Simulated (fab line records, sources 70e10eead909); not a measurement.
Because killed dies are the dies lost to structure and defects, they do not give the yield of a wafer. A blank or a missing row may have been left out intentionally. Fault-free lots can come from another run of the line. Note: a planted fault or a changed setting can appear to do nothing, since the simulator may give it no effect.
One fault through the eyes of 2 desks -- flow nandHarc -- each desk has only its own numbers; what lay behind them comes last

THE TOOL OWNER'S DESK: wetBench-07
The tool's own readings at NHARC_P_ZERO_WELL_STRIP_56 (strips in SPM, time 840 s): means of the sampled wafers that have a number, for each lot that ran on this tool. If a lot's mean is further than 4 standard deviations from the usual mean, the lot is out of limits and carries the mark OUT (the distance appears in the brackets).
Columns: A = runLengthS at NHARC_P_ZERO_WELL_STRIP_56, usual 843.3 s
lot,first seen here,A
L358,day 2 02:49,843.9
L359,day 2 12:16,843.4
L361,day 3 08:28,843.1
L363,day 4 04:15,176.9 (-99 or more) OUT
L365,day 5 00:40,176.0 (-99 or more) OUT
L374,day 8 18:53,844.4
L376,day 9 14:12,843.6
L380,day 11 06:30,843.1
This desk finds L363, L365 out of limits, L363 being first, at day 4 04:15 (runLengthS at NHARC_P_ZERO_WELL_STRIP_56). L358, L359, L361, L374, L376, L380: within limits.

THE METROLOGY DESK
Means of the sampled wafers that have a number, per lot and without regard to the tool the lot ran on: this is what the gauges read. If a lot's mean is further than 4 standard deviations from the usual mean, the lot is out of limits and carries the mark OUT (the distance appears in the brackets).
Columns: A = cdNm at NHARC_P_ZERO_WELL_CD_MEAS_24, usual 719.7 nm; B = cdNm at NHARC_P_STI_CD_MEAS_16, usual 200.3 nm
lot,first seen here,A,B
L358,day 1 22:49,720.3,201.7
L359,day 2 08:20,719.8,199.7
L361,day 3 04:21,720.6,199.7
L363,day 4 00:20,719.1,198.8
L365,day 4 20:40,718.3,201.5
L373,day 8 04:35,718.9,199.8
L374,day 8 14:53,718.9,201.1
L375,day 9 00:27,719.7,203.1
L376,day 9 10:29,719.1,199.5
L377,day 9 20:27,719.4,199.3
L378,day 10 06:36,719.5,201.5
L380,day 11 02:28,718.2,198.8
L381,day 11 13:34,721.0,200.3
Finding of this desk: none of the 13 lots has anything out of limits.

ALL TOGETHER
The tool owner's desk could have raised an alarm at day 4 04:15, on L363, L365.
The metrology desk saw nothing out of limits.
The metrology desk holds a record of L363, L365, inside its limits.
NHARC_P_ZERO_WELL_STRIP_56 was run on wetBench-07 by each of the lots named.

WHAT HAD BEEN PUT IN BY THE SIMULATOR
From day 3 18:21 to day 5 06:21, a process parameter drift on wetBench-07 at NHARC_P_ZERO_WELL_STRIP_56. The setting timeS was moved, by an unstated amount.
Struck lots among those shown: L363, L365.
Hours from the fault's start to each desk's first reading out of limits: the tool owner's desk, 10.
